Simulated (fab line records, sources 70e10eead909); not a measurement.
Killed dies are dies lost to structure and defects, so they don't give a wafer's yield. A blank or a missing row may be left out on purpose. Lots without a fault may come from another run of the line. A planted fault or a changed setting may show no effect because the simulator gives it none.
A struck lot beside a sound one | flow nand_harc | 19 steps out of a route of 1159
Sound: wafers L381.2, L381.4, L381.5. Struck: wafers L380.3, L380.4, L380.5. The cause comes at the end.
At each step with rows: each side's tool, then ch and its chambers, then its first start. Under that, the readings that differ: sound wafers | struck wafers | difference of the means | sigmas: that difference in standard deviations of wafers without a fault.
alike: readings whose means differ by less than 2 such deviations, and words and numbers that are the same on both sides. not compared: withheld readings, readings that some wafer has no value for, bounds like >300 that may hide the same value, and numbers for which the record gives no deviation and whose values overlap.
The two part at a step that has a row with sigmas, a row that says differs or no value, or rows on one side only. Numbers that don't overlap but have no deviation are shown without sigmas and don't part them. A reading that every wafer of one side lacks parts them only if that side has two wafers or more.

NHARC_P_GATE_ALD_36: deposits SiNx, target thk 20 nm, pulse time 60 s, ald cycles 223.
  sound on ald_sin-02 ch 0,1,3, day 9 19:12; struck on ald_sin-04 ch 0,1, day 9 12:35
  alike: heater_power_w, precursor_pulse_height_rel
NHARC_P_GATE_ETCHBACK_37: etches the open film in CHF3/O2, target depth 34.5 nm, time 17.2 s.
  sound on rie_diel-06 ch 0,1,3; struck on rie_diel-04 ch 0,3
  alike: bias_w, drypump_motor_current_A, oes_product_au, rf_vpp_V, showerhead_plenum_p_Torr, throttle_valve_pct
  not compared: rf_hours_counter_h
NHARC_P_GATE_STRIP_101: strips in O2, time 20 s.
  sound on rie_diel-06 ch 0,2, day 10 02:42; struck on rie_diel-04 ch 0,1, day 9 21:11
  alike: drypump_motor_current_A, oes_product_au, rf_vpp_V, showerhead_plenum_p_Torr, throttle_valve_pct
  not compared: rf_hours_counter_h
then, 9 steps without rows for these wafers: NHARC_P_GATE_PRECLEAN_97 (cleans in SPM, time 600 s); NHARC_P_GATE_SRD_98; NHARC_P_GATE_PRECLEAN_99 (cleans in SC1); NHARC_P_GATE_SRD_100; NHARC_P_GATE_DEHYDRATE_38 (time 120 s); NHARC_P_GATE_HMDS_39 (time 30 s); NHARC_P_GATE_COAT_40; NHARC_P_GATE_SOFTBAKE_41 (time 95 s); NHARC_P_GATE_EBR_42.
NHARC_P_GATE_EXPOSE_43: exposes mask P NSD, target cd 720 nm.
  sound on krf_scanner-02 ch 0, day 10 03:28; struck on krf_scanner-04 ch 0, day 9 21:58
  reading              | sound                | struck               | difference | sigmas
  exposure_dose_mJ_cm2 | 14.794 14.793 14.781 | 13.658 13.642 13.660 | -1.136     | -81
  alike: mask, reticle_temp_C
then, 2 steps without rows for these wafers: NHARC_P_GATE_PEB_44 (peb time 85 s); NHARC_P_GATE_DEVELOP_45 (time 70 s).
NHARC_P_GATE_CD_MEAS_46: target cd 720 nm.
  sound on cd_sem-02 ch 0, day 10 03:37; struck on cd_sem-01 ch 0, day 9 22:07
  reading    | sound             | struck            | difference | sigmas
  cd_nm (nm) | 722.6 719.9 723.2 | 705.4 708.2 706.1 | -15.3      | -7
then, 1 step without rows for these wafers: NHARC_P_GATE_HARDBAKE_47 (time 80 s).
NHARC_P_GATE_DESCUM_48: chemistry O2, time 3 s.
  sound on rie_diel-04 ch 0,2,3, day 10 03:47; struck on rie_diel-06 ch 0,1, day 9 22:16
  reading                 | sound             | struck            | difference | sigmas
  model.P_GATE.cd_nm (nm) | 722.7 720.2 723.4 | 704.9 708.1 706.5 | -15.6      |
  alike: drypump_motor_current_A, oes_product_au, rf_vpp_V, showerhead_plenum_p_Torr, throttle_valve_pct
  not compared: rf_hours_counter_h
then, 1 step without rows for these wafers: NHARC_P_GATE_IMPLANT_49.

WHERE THEY PART
First at NHARC_P_GATE_EXPOSE_43; last, within this record, at NHARC_P_GATE_CD_MEAS_46. Later steps at which nothing parts them and some readings are alike: NHARC_P_GATE_DESCUM_48.

WHY: what the simulator had put in
Process parameter drift: krf_scanner-04, from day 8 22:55 on, at NHARC_P_GATE_EXPOSE_43. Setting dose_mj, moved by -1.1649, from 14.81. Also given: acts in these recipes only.
